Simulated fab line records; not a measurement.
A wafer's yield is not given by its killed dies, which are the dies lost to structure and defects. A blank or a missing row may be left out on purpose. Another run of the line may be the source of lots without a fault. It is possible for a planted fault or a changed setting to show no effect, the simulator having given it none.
Matching of chambers	flow nand-harc	NHARC_A_M1_ETCH_35 on rie-diel-05 has 4 sister chambers
The step etches the open film in N2/H2, target depth 40 nm, overetch 12 nm, time 43.94 s. 27 wafers are shown with their chamber, then 12 later ones without.

== WAFERS, EACH WITH ITS CHAMBER ==
wafer	chamber	drypump-motor-current-A (A)	rf-vpp-V (V)	oes-product-au (a.u.)
L074.2	1	5.6	430.2	1.012
L074.3	0	5.5	426.7	1.002
L074.4	3	5.6	432.0	1.012
L076.1	2	5.7	427.1	1.009
L076.5	1	5.6	430.4	1.021
L076.6	0	5.5	428.2	1.010
L075.2	3	5.5	430.5	1.006
L075.3	2	5.7	426.6	1.014
L075.5	2	5.7	427.3	1.019
L079.2	1	5.6	429.5	0.999
L079.4	0	5.5	427.1	1.011
L079.5	0	5.5	429.1	1.003
L080.3	0	5.6	427.2	1.005
L080.4	2	5.7	427.7	1.011
L080.6	1	5.6	430.1	0.998
L081.4	2	5.7	427.1	1.007
L081.5	3	5.5	430.4	1.012
L081.6	2	5.7	426.6	1.010
L086.1	3	5.5	432.2	1.013
L086.2	0	5.5	426.7	1.012
L086.5	0	5.5	428.4	0.997
L090.1	1	5.6	431.3	1.016
L090.3	3	5.5	432.1	1.015
L090.4	0	5.5	427.8	1.010
L088.1	3	5.5	431.7	1.021
L088.3	1	5.6	430.0	1.005
L088.4	2	5.7	425.7	1.019

SIGNATURES (averages over the wafers above)
reading	chamber 0	chamber 1	chamber 2	chamber 3	scatter within a chamber
drypump-motor-current-A	5.513	5.600	5.700	5.517	0.0273
rf-vpp-V	427.650	430.250	426.871	431.483	0.749
oes-product-au	1.00625	1.00850	1.01271	1.01317	0.00623
Rule: distance of a wafer from a chamber = root of the sum over the readings of ((wafer's reading minus chamber's mean) / reading's scatter) squared. The wafer belongs to the nearest chamber; if the next one is less than 2 further off, it can't be placed. The scatter: take each reading less its chamber's mean, square it, sum over the shown wafers, divide by the number of wafers less the number of chambers, and take the root.

== WAFERS MISSING THEIR CHAMBER ==
wafer	drypump-motor-current-A (A)	rf-vpp-V (V)	oes-product-au (a.u.)
L093.1	5.5	428.1	0.994
L093.3	5.7	426.4	1.029
L093.5	5.5	429.1	0.996
L094.1	5.5	430.7	1.023
L094.4	5.5	428.5	1.004
L094.5	5.7	427.9	1.025
L097.1	5.5	427.4	0.994
L097.5	5.7	428.2	1.010
L097.6	5.6	430.2	0.996
L096.1	5.6	428.9	1.007
L096.2	5.5	428.4	1.001
L096.3	5.7	426.6	1.025

== EACH ONE'S CHAMBER ==
wafer	from the rows above	in truth
L093.1	0	0
L093.3	2	2
L093.5	can't be placed: 0 or 3 or 1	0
L094.1	3	3
L094.4	0	0
L094.5	2	2
L097.1	0	0
L097.5	2	2
L097.6	1	1
L096.1	can't be placed: 1 or 0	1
L096.2	0	0
L096.3	2	2
Placed correctly: 10 of 12. Unplaceable from these rows: 2, with the true chamber sitting among the candidates in 2. Number placed wrongly: 0.
